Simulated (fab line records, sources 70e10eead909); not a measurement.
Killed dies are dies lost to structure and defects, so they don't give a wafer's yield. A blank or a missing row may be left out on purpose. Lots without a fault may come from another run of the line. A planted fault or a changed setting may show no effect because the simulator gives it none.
fab line records | flow nand_harc
record lots=6 wafers=18 last_day=34
route steps=1302 shown A_ONON_D1@432
lots that met no fault: from a run of the same line without faults
start_h: hours from the record's first day to the start of the lot's first wafer shown | wait_h: hours since the lot's step before | " the same as in the row above | L1.1+2: a row that stands for several wafers | - no value, or no start given | * or withheld: withheld | < > ~ a bound
route shown NAME@n: a module of which the file shows steps, and the number in the route of the first | usual: mean/standard deviation of fault-free wafers | same: alike in all rows | chamber/n: place in a boat | sites: the reading at each site | _std_site: their standard deviation | _edge_site: outer sites' mean less inner sites' | radius_mm: how far each site lies from the wafer's centre | mask NAME#n: copy n | behind: the tool/chamber that last shaped the wafer | hold: why the lot was held/for how many hours/how that ended | device: the transistor (n, p or np) that didn't switch | end of line: the same wafers' tests at the end of the route | a step without rows: its recipe alone | killed: dies lost to structure and defects at the first sort, not the wafer's yield | map: a wafer's dies, x killed, . not, _ none there
set.NAME: the setting as run; set.NAME@STEP: as run at that earlier step | model.NAME: the simulator's own value behind a step, which no gauge read
lots at some steps of the route; a table a step, a row a wafer
services: from which hour (start_h, from the record's first day; less than 0 if before it) a tool's chamber was out of use, for how many hours, and why
## steps
# step NHARC_A_ONON_D1_DEP_12
# recipe target_thk_a=10000 n2_flow_sccm=2750 n2o_flow_sccm=2000 nh3_flow_sccm=500 sih4_flow_sccm=210 temp_c=400
# step NHARC_A_ONON_D1_THK_MEAS_14
# recipe thk_meas_gauge=ellipsometry
# usual thk_nm=1002/8.5
# columns lot.wafer tool chamber start_h wait_h thk_nm
L819.1 film_metro-01 - 206.02 - 1003
L819.4 " - " " 1001
L819.5 " - " " 1004
L825.1 film_metro-02 - 273.96 - 992
L825.2 " - " " 994
L825.3 " - " " 994
L832.1 film_metro-01 - 338.04 - 1005
L832.4 " - " " 1004
L832.5 " - " " 1005
L834.1 film_metro-02 - 356.28 - 1006
L834.5 " - " " 1005
L834.6 " - " " 1005
L835.3 film_metro-01 - 375.40 - 1013
L835.4 " - " " 1012
L835.6 " - " " 1013
L837.2 film_metro-01 - 386.64 - 1006
L837.5 " - " " 1007
L837.6 " - " " 1006
# step NHARC_A_ONON_D1_ANNEAL_15
# recipe temp_c=750 time_s=3600
# step NHARC_A_ONON_D1_DEP_16
# recipe target_thk_a=10000 n2_flow_sccm=2750 n2o_flow_sccm=2000 nh3_flow_sccm=500 sih4_flow_sccm=210 temp_c=400
# step NHARC_A_ONON_D1_THK_MEAS_18
# recipe thk_meas_gauge=ellipsometry
# usual thk_nm=1003/12
# columns lot.wafer tool chamber start_h wait_h thk_nm
L819.1 film_metro-01 - 213.83 - 1003
L819.4 " - " " 1003
L819.5 " - " " 1002
L825.1 film_metro-02 - 282.00 - 998
L825.2 " - " " 997
L825.3 " - " " 998
L832.1 film_metro-02 - 345.58 - 1004
L832.4 " - " " 1004
L832.5 " - " " 1002
L834.1 film_metro-02 - 365.53 - 1006
L834.5 " - " " 1006
L834.6 " - " " 1007
L835.3 film_metro-01 - 383.21 - 1006
L835.4 " - " " 1004
L835.6 " - " " 1003
L837.2 film_metro-02 - 394.47 - 995
L837.5 " - " " 996
L837.6 " - " " 995
# step NHARC_A_ONON_D1_DEP_19
# recipe target_thk_a=10000 n2_flow_sccm=2750 n2o_flow_sccm=2000 nh3_flow_sccm=500 sih4_flow_sccm=210 temp_c=400
# step NHARC_A_ONON_D1_THK_MEAS_21
# recipe thk_meas_gauge=ellipsometry
# usual thk_nm=1001/13
# columns lot.wafer tool chamber start_h wait_h thk_nm
L819.1 film_metro-01 - 214.39 - 994
L819.4 " - " " 992
L819.5 " - " " 994
L825.1 film_metro-01 - 282.57 - 1004
L825.2 " - " " 1005
L825.3 " - " " 1006
L832.1 film_metro-01 - 346.15 - 998
L832.4 " - " " 997
L832.5 " - " " 996
L834.1 film_metro-02 - 366.10 - 982
L834.5 " - " " 982
L834.6 " - " " 981
L835.3 film_metro-01 - 383.78 - 983
L835.4 " - " " 984
L835.6 " - " " 984
L837.2 film_metro-01 - 395.04 - 991
L837.5 " - " " 989
L837.6 " - " " 993
# step NHARC_A_ONON_D1_DEP_22
# recipe target_thk_a=10000 n2_flow_sccm=2750 n2o_flow_sccm=2000 nh3_flow_sccm=500 sih4_flow_sccm=210 temp_c=400
# step NHARC_A_ONON_D1_THK_MEAS_24
# recipe thk_meas_gauge=ellipsometry
# usual thk_nm=998/6.8
# columns lot.wafer tool chamber start_h wait_h thk_nm
L819.1 film_metro-01 - 214.96 - 998
L819.4 " - " " 1001
L819.5 " - " " 1001
L825.1 film_metro-01 - 283.14 - 1008
L825.2 " - " " 1010
L825.3 " - " " 1010
L832.1 film_metro-01 - 346.72 - 1005
L832.4 " - " " 1009
L832.5 " - " " 1006
L834.1 film_metro-01 - 366.67 - 995
L834.5 " - " " 995
L834.6 " - " " 995
L835.3 film_metro-01 - 384.35 - 1005
L835.4 " - " " 1004
L835.6 " - " " 1004
L837.2 film_metro-01 - 395.60 - 990
L837.5 " - " " 989
L837.6 " - " " 991
# step NHARC_A_ONON_D1_DEP_25
# recipe target_thk_a=10000 n2_flow_sccm=2750 n2o_flow_sccm=2000 nh3_flow_sccm=500 sih4_flow_sccm=210 temp_c=400
# step NHARC_A_ONON_D1_THK_MEAS_27
# recipe thk_meas_gauge=ellipsometry
# usual thk_nm=999/8.2
# columns lot.wafer tool chamber start_h wait_h thk_nm
L819.1 film_metro-01 - 215.52 - 992
L819.4 " - " " 992
L819.5 " - " " 991
L825.1 film_metro-01 - 283.71 - 988
L825.2 " - " " 990
L825.3 " - " " 990
L832.1 film_metro-02 - 347.29 - 1001
L832.4 " - " " 999
L832.5 " - " " 1002
L834.1 film_metro-02 - 367.24 - 999
L834.5 " - " " 1000
L834.6 " - " " 999
L835.3 film_metro-01 - 384.92 - 1009
L835.4 " - " " 1012
L835.6 " - " " 1012
L837.2 film_metro-02 - 396.16 - 986
L837.5 " - " " 984
L837.6 " - " " 983
# step NHARC_A_ONON_D1_DEP_28
# recipe target_thk_a=10000 n2_flow_sccm=2750 n2o_flow_sccm=2000 nh3_flow_sccm=500 sih4_flow_sccm=210 temp_c=400
# columns lot.wafer tool chamber start_h wait_h
L819.1+4+5 pecvd_onon-04 0 215.58 0.1
L825.1+2+3 pecvd_onon-03 0 283.76 0.1
L832.1+4+5 pecvd_onon-03 0 347.34 0.1
L834.1+5+6 pecvd_onon-03 0 367.29 0.1
L835.3+4+6 pecvd_onon-02 0 385.09 0.2
L837.2+5+6 pecvd_onon-04 0 396.28 0.1
# step NHARC_A_ONON_D1_THK_MEAS_30
# recipe thk_meas_gauge=ellipsometry
# usual thk_nm=996/8.4
# columns lot.wafer tool chamber start_h wait_h thk_nm
L819.1 film_metro-01 - 216.09 - 1005
L819.4 " - " " 1004
L819.5 " - " " 1002
L825.1 film_metro-02 - 284.27 - 992
L825.2 " - " " 993
L825.3 " - " " 991
L832.1 film_metro-01 - 347.85 - 1051
L832.4 " - " " 1050
L832.5 " - " " 1050
L834.1 film_metro-01 - 367.80 - 1065
L834.5 " - " " 1065
L834.6 " - " " 1065
L835.3 film_metro-01 - 385.48 - 993
L835.4 " - " " 994
L835.6 " - " " 993
L837.2 film_metro-02 - 396.73 - 990
L837.5 " - " " 990
L837.6 " - " " 990
# step NHARC_A_ONON_D1_DEP_33
# recipe target_thk_a=2000 temp_c=400 pressure_torr=6.5 rf_w=900 teos_flow_sccm=161.4 flow_sccm=2650 target_thk_nm=200 gas=O2 material=SiO2
# usual heater_power_outer_w=297/73 heater_power_w=556/90 throttle_valve_pct=15.8/0.44
# columns lot.wafer tool chamber start_h wait_h heater_power_outer_w heater_power_w since_wet_clean_h throttle_valve_pct
L819.1 pecvd-03 2 216.19 0.1 447 716 18 15.8
L819.4 " 1 " " 262 581 - 15.9
L819.5 " 0 " " 286 532 - 16.1
L825.3 pecvd-01 2 284.33 0.1 197 411 141 15.2
L825.2 " 0 " " 418 758 141 14.8
L825.1 " 1 " " 336 607 141 15.8
L832.1 pecvd-04 1 348.06 0.2 389 687 66 15.4
L832.4 " 2 " " 285 514 - 15.7
L832.5 " 1 " " 390 675 - 15.8
L834.1 pecvd-04 2 367.86 0.1 282 514 86 15.9
L834.5 " 0 " " 300 573 - 15.8
L834.6 " 1 " " 354 642 - 15.9
L835.3 pecvd-03 0 385.58 0.1 283 516 7 16.5
L835.6 " 2 " " 378 596 - 16.4
L835.4 " 1 " " 240 556 - 15.6
L837.2 pecvd-01 2 396.83 0.1 142 352 72 15.2
L837.5 " 1 " " 297 568 - 15.7
L837.6 " 2 " " 151 360 - 15.2
## services
# columns tool chamber start_h hours kind
pecvd-03 0 198.00 - clean
pecvd-03 1 198.00 - clean
pecvd-03 2 198.00 - clean
pecvd-03 - 206.07 1.2 repair
pecvd-03 - 213.47 0.6 repair
pecvd-04 - 214.77 0.8 repair
pecvd_onon-03 - 227.00 13.0 pm
pecvd-04 - 269.35 13.0 pm
pecvd-04 0 269.35 13.0 vent_cycle
pecvd-04 1 269.35 13.0 vent_cycle
pecvd-04 2 269.35 13.0 vent_cycle
pecvd-04 0 282.35 - clean
pecvd-04 1 282.35 - clean
pecvd-04 2 282.35 - clean
pecvd-04 - 297.80 0.6 repair
pecvd_onon-04 - 311.32 13.0 pm
pecvd-01 - 311.40 13.0 pm
pecvd-01 0 311.40 13.0 vent_cycle
pecvd-01 1 311.40 13.0 vent_cycle
pecvd-03 - 314.03 2.2 repair
pecvd-04 1 349.72 4.1 repair
pecvd-03 - 360.88 1.1 repair
pecvd-03 - 366.00 13.0 pm
pecvd_onon-02 - 366.24 13.0 pm
## key
first_sign step=NHARC_A_ONON_D1_THK_MEAS_30 reading=thk_nm direction=up sigmas=7.3 usual=996 struck=1058
effect none on later readings
met_at NHARC_A_ONON_D1_DEP_28
struck_wafers L832.1,L832.4,L832.5,L834.1,L834.5,L834.6
later_rows_left_out L832.1,L832.4,L832.5,L834.1,L834.5,L834.6
sort_left_out L832.1,L832.4,L832.5,L834.1,L834.5,L834.6
tester_left_out L832,L834
onset_between 283.76 347.34
fault kind=process_parameter_drift tool=pecvd_onon-03 chamber=- onset_h=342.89 steps=NHARC_A_ONON_D1_DEP_28 channel=target_thk_a offset=* shape=step end_h=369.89 acts_in=* stated=*
# tester_left_out: of these lots the tester's yield and bins aren't shown, on N5 and GAA mostly nor the transistor test; their killed dies are dies lost to structure and defects alone, not to doping, threshold or leakage, so they don't give the yield
# sort_left_out: the simulated sort isn't trusted on such a fault, so these wafers' sort isn't shown, and their yield isn't known
# later_rows_left_out: the simulator's readings of these wafers behind a module that went badly wrong aren't trusted and aren't shown, but for the sort
